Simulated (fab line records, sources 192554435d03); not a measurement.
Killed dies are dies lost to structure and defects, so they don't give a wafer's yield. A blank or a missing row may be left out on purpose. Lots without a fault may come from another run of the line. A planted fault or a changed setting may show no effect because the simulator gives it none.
Chamber matching | flow n5_finfet | N5_BEOL_M1_PRE_CLEAN_60 on cvd_co-01: 3 sister chambers
The step time 15 s. 22 wafers are shown with their chamber, then 11 later ones without.

WAFERS WITH THEIR CHAMBER
wafer  | chamber | heater_power_w (W)
L075.1 | 1       | 111
L075.2 | 2       | 72
L075.4 | 0       | 75
L076.1 | 2       | 71
L076.2 | 1       | 114
L076.4 | 0       | 73
L081.1 | 0       | 75
L081.2 | 1       | 110
L081.6 | 2       | 75
L083.1 | 1       | 114
L083.3 | 2       | 73
L083.5 | 1       | 111
L084.1 | 0       | 76
L084.3 | 2       | 70
L084.6 | 0       | 73
L085.3 | 0       | 74
L085.4 | 0       | 75
L085.5 | 2       | 73
L086.2 | 1       | 114
L086.5 | 1       | 111
L086.6 | 2       | 72
L087.3 | 1       | 115

SIGNATURES (means of the wafers above)
reading        | chamber 0 | chamber 1 | chamber 2 | scatter within a chamber
heater_power_w | 74.43     | 112.50    | 72.29     | 1.61
Rule: a wafer's distance from a chamber is the root of the sum, over the readings, of the square of ((its reading less the chamber's mean) divided by the reading's scatter). The wafer belongs to the nearest chamber; if the next one is less than 2 further off, it can't be placed. The scatter: the root of (the sum of the squares of (reading less its chamber's mean) over the shown wafers, divided by (wafers less chambers)).

WAFERS WITHOUT THEIR CHAMBER
wafer  | heater_power_w (W)
L087.5 | 73
L087.6 | 74
L089.1 | 75
L089.3 | 118
L089.6 | 73
L092.1 | 76
L092.2 | 72
L092.3 | 112
L097.3 | 110
L097.4 | 72
L097.5 | 113

WHICH CHAMBER EACH WENT THROUGH
wafer  | from the rows above     | in truth
L087.5 | can't be placed: 2 or 0 | 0
L087.6 | can't be placed: 0 or 2 | 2
L089.1 | can't be placed: 0 or 2 | 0
L089.3 | 1                       | 1
L089.6 | can't be placed: 2 or 0 | 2
L092.1 | can't be placed: 0 or 2 | 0
L092.2 | can't be placed: 2 or 0 | 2
L092.3 | 1                       | 1
L097.3 | 1                       | 1
L097.4 | can't be placed: 2 or 0 | 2
L097.5 | 1                       | 1
Placed correctly: 4 of 11. Can't be placed from these rows: 7 (the true chamber is among the candidates in 7). Placed wrongly: 0.
